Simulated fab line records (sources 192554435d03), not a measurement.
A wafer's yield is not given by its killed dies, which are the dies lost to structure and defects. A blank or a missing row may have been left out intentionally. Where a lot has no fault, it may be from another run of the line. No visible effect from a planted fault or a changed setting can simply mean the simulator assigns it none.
Lot-split experiment || flow n5_finfet || route with 1938 steps; 7 lots, 21 wafers read

== ABOUT THE SPLIT ==
At N5_BEOL_M2_DEP_57 (deposits SiCN from 3MS/NH3, target thk 8 nm, time 14 s), the setting time_s was moved away from the recipe's 14 s on 10 of the 21 wafers read, by -9.6% to +13.5%. All remaining wafers had this setting at the recipe value.

Reading taken at the split's own step.

== THE READING ==
SiCN_of_BEOL_M2_DEP_57.thk_nm (the simulator's own value, which no gauge read), in nm, at N5_BEOL_M2_DEP_57 (deposits SiCN from 3MS/NH3, target thk 8 nm, time 14 s). The file gives no usual value for it. The 11 wafers here that ran the recipe average 8.0 nm, standard deviation 0.19 nm.

{"wafer": "L077.2", "tool, chamber at the split": "pecvd-01, 2,0", "time_s as run, s": 14, "against the recipe": "recipe", "SiCN_of_BEOL_M2_DEP_57.thk_nm, nm": 8, "against lot-mates on the recipe": "-"}
{"wafer": "L077.6", "tool, chamber at the split": "pecvd-01, 2,0", "time_s as run, s": 14, "against the recipe": "recipe", "SiCN_of_BEOL_M2_DEP_57.thk_nm, nm": 8, "against lot-mates on the recipe": "-"}
{"wafer": "L077.4", "tool, chamber at the split": "pecvd-01, 1", "time_s as run, s": 14, "against the recipe": "recipe", "SiCN_of_BEOL_M2_DEP_57.thk_nm, nm": 8.2, "against lot-mates on the recipe": "-"}
{"wafer": "L084.2", "tool, chamber at the split": "pecvd-01, 2", "time_s as run, s": 13.31, "against the recipe": "-4.9%", "SiCN_of_BEOL_M2_DEP_57.thk_nm, nm": 7.4, "against lot-mates on the recipe": -0.7}
{"wafer": "L084.3", "tool, chamber at the split": "pecvd-01, 0", "time_s as run, s": 14, "against the recipe": "recipe", "SiCN_of_BEOL_M2_DEP_57.thk_nm, nm": 8, "against lot-mates on the recipe": "-"}
{"wafer": "L084.5", "tool, chamber at the split": "pecvd-01, 2", "time_s as run, s": 14, "against the recipe": "recipe", "SiCN_of_BEOL_M2_DEP_57.thk_nm, nm": 8.2, "against lot-mates on the recipe": "-"}
{"wafer": "L089.1", "tool, chamber at the split": "pecvd-03, 1", "time_s as run, s": 14, "against the recipe": "recipe", "SiCN_of_BEOL_M2_DEP_57.thk_nm, nm": 7.8, "against lot-mates on the recipe": "-"}
{"wafer": "L089.4", "tool, chamber at the split": "pecvd-03, 2,1", "time_s as run, s": 15.49, "against the recipe": "+10.6%", "SiCN_of_BEOL_M2_DEP_57.thk_nm, nm": 8.6, "against lot-mates on the recipe": "+0.8"}
{"wafer": "L089.6", "tool, chamber at the split": "pecvd-03, 2,1", "time_s as run, s": 15.49, "against the recipe": "+10.6%", "SiCN_of_BEOL_M2_DEP_57.thk_nm, nm": 8.6, "against lot-mates on the recipe": "+0.8"}
{"wafer": "L090.4", "tool, chamber at the split": "pecvd-01, 0", "time_s as run, s": 15.89, "against the recipe": "+13.5%", "SiCN_of_BEOL_M2_DEP_57.thk_nm, nm": 9, "against lot-mates on the recipe": "no lot-mate on the recipe"}
{"wafer": "L090.6", "tool, chamber at the split": "pecvd-01, 0", "time_s as run, s": 15.89, "against the recipe": "+13.5%", "SiCN_of_BEOL_M2_DEP_57.thk_nm, nm": 9, "against lot-mates on the recipe": "no lot-mate on the recipe"}
{"wafer": "L090.5", "tool, chamber at the split": "pecvd-01, 2", "time_s as run, s": 15.89, "against the recipe": "+13.5%", "SiCN_of_BEOL_M2_DEP_57.thk_nm, nm": 9.2, "against lot-mates on the recipe": "no lot-mate on the recipe"}
{"wafer": "L093.1", "tool, chamber at the split": "pecvd-03, 1", "time_s as run, s": 12.65, "against the recipe": "-9.6%", "SiCN_of_BEOL_M2_DEP_57.thk_nm, nm": 7, "against lot-mates on the recipe": -1.0}
{"wafer": "L093.3", "tool, chamber at the split": "pecvd-03, 0", "time_s as run, s": 12.65, "against the recipe": "-9.6%", "SiCN_of_BEOL_M2_DEP_57.thk_nm, nm": 7.2, "against lot-mates on the recipe": -0.8}
{"wafer": "L093.6", "tool, chamber at the split": "pecvd-03, 2", "time_s as run, s": 14, "against the recipe": "recipe", "SiCN_of_BEOL_M2_DEP_57.thk_nm, nm": 8, "against lot-mates on the recipe": "-"}
{"wafer": "L092.1", "tool, chamber at the split": "pecvd-03, 0,2", "time_s as run, s": 14, "against the recipe": "recipe", "SiCN_of_BEOL_M2_DEP_57.thk_nm, nm": 7.8, "against lot-mates on the recipe": "-"}
{"wafer": "L092.3", "tool, chamber at the split": "pecvd-03, 0,2", "time_s as run, s": 14, "against the recipe": "recipe", "SiCN_of_BEOL_M2_DEP_57.thk_nm, nm": 7.8, "against lot-mates on the recipe": "-"}
{"wafer": "L092.4", "tool, chamber at the split": "pecvd-03, 2", "time_s as run, s": 14, "against the recipe": "recipe", "SiCN_of_BEOL_M2_DEP_57.thk_nm, nm": 8.2, "against lot-mates on the recipe": "-"}
{"wafer": "L096.2", "tool, chamber at the split": "pecvd-01, 0", "time_s as run, s": 14, "against the recipe": "recipe", "SiCN_of_BEOL_M2_DEP_57.thk_nm, nm": 7.6, "against lot-mates on the recipe": "-"}
{"wafer": "L096.3", "tool, chamber at the split": "pecvd-01, 2", "time_s as run, s": 15.79, "against the recipe": "+12.8%", "SiCN_of_BEOL_M2_DEP_57.thk_nm, nm": 9, "against lot-mates on the recipe": "+1.4"}
{"wafer": "L096.6", "tool, chamber at the split": "pecvd-01, 2", "time_s as run, s": 15.79, "against the recipe": "+12.8%", "SiCN_of_BEOL_M2_DEP_57.thk_nm, nm": 9.2, "against lot-mates on the recipe": "+1.6"}
Rows listing several chambers each stand for several wafers; the file does not say which wafer went through which chamber.

THE FIT
A straight line over all 21 wafers: SiCN_of_BEOL_M2_DEP_57.thk_nm changes by +0.083 nm for each +1% of time_s; r = +0.96; the points scatter about the line by 0.18 nm.
The same after taking each lot's own level away (the mean of its wafers on the recipe; 18 wafers): +0.1 nm for each +1%; r = +0.97; scatter 0.17 nm.
On that fit, the largest move of time_s shifts the reading by 1.4 nm.
The span of the lots' own levels, 7.60 to 8.10 nm, comes to 2.7 times the standard deviation stated above.
Hence the slope depends on the lot-to-lot level, as the two fits are not the same.
Check: +1.23 nm against its lot-mates is what the line predicts for one of the wafers moved furthest among these (+12.8%) when that wafer is left out of the fit. It came out at +1.4 nm against them.

== OTHER SPLITS APPLIED TO THESE WAFERS ==
These wafers also went through other splits before the reading. Each is held against what the fit with the lots' levels taken away leaves over:
{"other split on the same wafers": "N5_SDB_COAT_05 spin_rpm", "wafers away from the commonest value": 5, "r with SiCN_of_BEOL_M2_DEP_57.thk_nm (lot level and that fit taken away)": -0.02}
{"other split on the same wafers": "N5_HKMG_FIN_COAT_66 spin_rpm", "wafers away from the commonest value": 8, "r with SiCN_of_BEOL_M2_DEP_57.thk_nm (lot level and that fit taken away)": -0.03}
{"other split on the same wafers": "N5_MOL_CONTACT_COAG_CVD_140 target_thk_a", "wafers away from the commonest value": 9, "r with SiCN_of_BEOL_M2_DEP_57.thk_nm (lot level and that fit taken away)": -0.11}
{"other split on the same wafers": "N5_BEOL_M0_SAQP_SPACER1_ALD_98 ald_cycles", "wafers away from the commonest value": 6, "r with SiCN_of_BEOL_M2_DEP_57.thk_nm (lot level and that fit taken away)": -0.14}
{"other split on the same wafers": "N5_BEOL_M0_SAQP_ETCH_106 target_depth_a", "wafers away from the commonest value": 4, "r with SiCN_of_BEOL_M2_DEP_57.thk_nm (lot level and that fit taken away)": -0.17}
{"other split on the same wafers": "N5_BEOL_M0_ETCH_138 source_w", "wafers away from the commonest value": 7, "r with SiCN_of_BEOL_M2_DEP_57.thk_nm (lot level and that fit taken away)": "+0.08"}
{"other split on the same wafers": "N5_BEOL_M0_TRENCH_ETCH_107 target_depth_a", "wafers away from the commonest value": 5, "r with SiCN_of_BEOL_M2_DEP_57.thk_nm (lot level and that fit taken away)": "+0.06"}
{"other split on the same wafers": "N5_BEOL_M1_EXPOSE_25 dose_mj", "wafers away from the commonest value": 7, "r with SiCN_of_BEOL_M2_DEP_57.thk_nm (lot level and that fit taken away)": -0.54}
{"other split on the same wafers": "N5_BEOL_M2_ETCH_64 time_s", "wafers away from the commonest value": 5, "r with SiCN_of_BEOL_M2_DEP_57.thk_nm (lot level and that fit taken away)": -0.16}

== THE FILE'S OWN FIT ==
SiCN_of_BEOL_M2_DEP_57.thk_nm changes by +0.101 nm for each +1% of time_s, r = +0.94.
